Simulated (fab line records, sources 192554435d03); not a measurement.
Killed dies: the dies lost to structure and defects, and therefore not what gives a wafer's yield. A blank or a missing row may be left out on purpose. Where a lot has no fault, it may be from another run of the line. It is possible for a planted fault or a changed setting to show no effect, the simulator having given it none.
Split-lot experiment | flow n5_finfet | 21 wafers read across 7 lots, on a route 1938 steps long

== SPLIT DETAILS ==
At N5_WELL_APT_COAT_02 (resist thk 950 nm), the setting spin_rpm was moved away from the recipe's 1357 rpm on 6 of the 21 wafers read, by -6.7% to +7.2%. All remaining wafers had this setting at the recipe value.

The reading comes from the split's own step.

== THE READING ==
coat_of_WELL_APT_COAT_02.thk_nm (the simulator's own value, which no gauge read), in nm, at N5_WELL_APT_COAT_02 (resist thk 950 nm). No usual value for it is given in the file. Here, 15 wafers ran the recipe; their average is 948.5 nm with a standard deviation of 1.8 nm.

wafer  | tool, chamber at the split | spin_rpm as run, rpm | against the recipe | coat_of_WELL_APT_COAT_02.thk_nm, nm | against lot-mates on the recipe
L075.1 | litho_track-01, 0          | 1266                 | -6.7%              | 982.6                               | +35.0
L075.3 | litho_track-01, 0          | 1357                 | recipe             | 947.6                               | -
L075.6 | litho_track-01, 0          | 1266                 | -6.7%              | 985.4                               | +37.8
L080.2 | litho_track-01, 0          | 1270                 | -6.4%              | 977.7                               | +30.3
L080.3 | litho_track-01, 0          | 1357                 | recipe             | 947.4                               | -
L080.5 | litho_track-01, 0          | 1270                 | -6.4%              | 979.9                               | +32.5
L084.1 | litho_track-01, 0          | 1357                 | recipe             | 946.2                               | -
L084.5 | litho_track-01, 0          | 1455                 | +7.2%              | 914.5                               | -31.2
L084.6 | litho_track-01, 0          | 1357                 | recipe             | 945.3                               | -
L085.3 | litho_track-01, 0          | 1357                 | recipe             | 947                                 | -
L085.5 | litho_track-01, 0          | 1357                 | recipe             | 948.8                               | -
L085.6 | litho_track-01, 0          | 1357                 | recipe             | 948.5                               | -
L089.2 | litho_track-04, 0          | 1357                 | recipe             | 947.4                               | -
L089.5 | litho_track-04, 0          | 1357                 | recipe             | 950.6                               | -
L089.6 | litho_track-04, 0          | 1357                 | recipe             | 950.1                               | -
L094.1 | litho_track-05, 0          | 1357                 | recipe             | 949.4                               | -
L094.2 | litho_track-05, 0          | 1357                 | recipe             | 948.8                               | -
L094.4 | litho_track-05, 0          | 1357                 | recipe             | 951.8                               | -
L096.1 | litho_track-01, 0          | 1357                 | recipe             | 950.9                               | -
L096.3 | litho_track-01, 0          | 1277                 | -5.9%              | 977.7                               | +28.5
L096.6 | litho_track-01, 0          | 1357                 | recipe             | 947.5                               | -

FIT RESULTS
A straight line over all 21 wafers: coat_of_WELL_APT_COAT_02.thk_nm changes by -4.93 nm for each +1% of spin_rpm; r = -0.99; the points scatter about the line by 1.9 nm.
The same after taking each lot's own level away (the mean of its wafers on the recipe; 21 wafers): -4.91 nm for each +1%; r = -0.99; scatter 1.8 nm.
According to that fit, moving spin_rpm by its largest amount changes the reading by 35 nm.
Measured against the standard deviation above, the lots' own levels, which go from 945.75 to 950.00 nm, span 2.4 times it.
The two slopes are in agreement: the lot-to-lot level therefore moves the slope only a little.
Check: with one of the wafers moved furthest among these (+7.2%) left out of the fit, the line predicts -37 nm for it against its lot-mates. It came out at -31.2 nm against them.

== OTHER SPLITS ON THESE WAFERS ==
Note: prior to the reading, these wafers also went through further splits. Each is held against what the fit with the lots' levels taken away leaves over:
other split on the same wafers  | wafers away from the commonest value | r with coat_of_WELL_APT_COAT_02.thk_nm (lot level and that fit taken away)
N5_ZERO_LAYER_EXPOSE_08 dose_mj | 5                                    | -0.35

== THE FILE'S OWN FIT ==
coat_of_WELL_APT_COAT_02.thk_nm changes by -4.85 nm for each +1% of spin_rpm, r = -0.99.
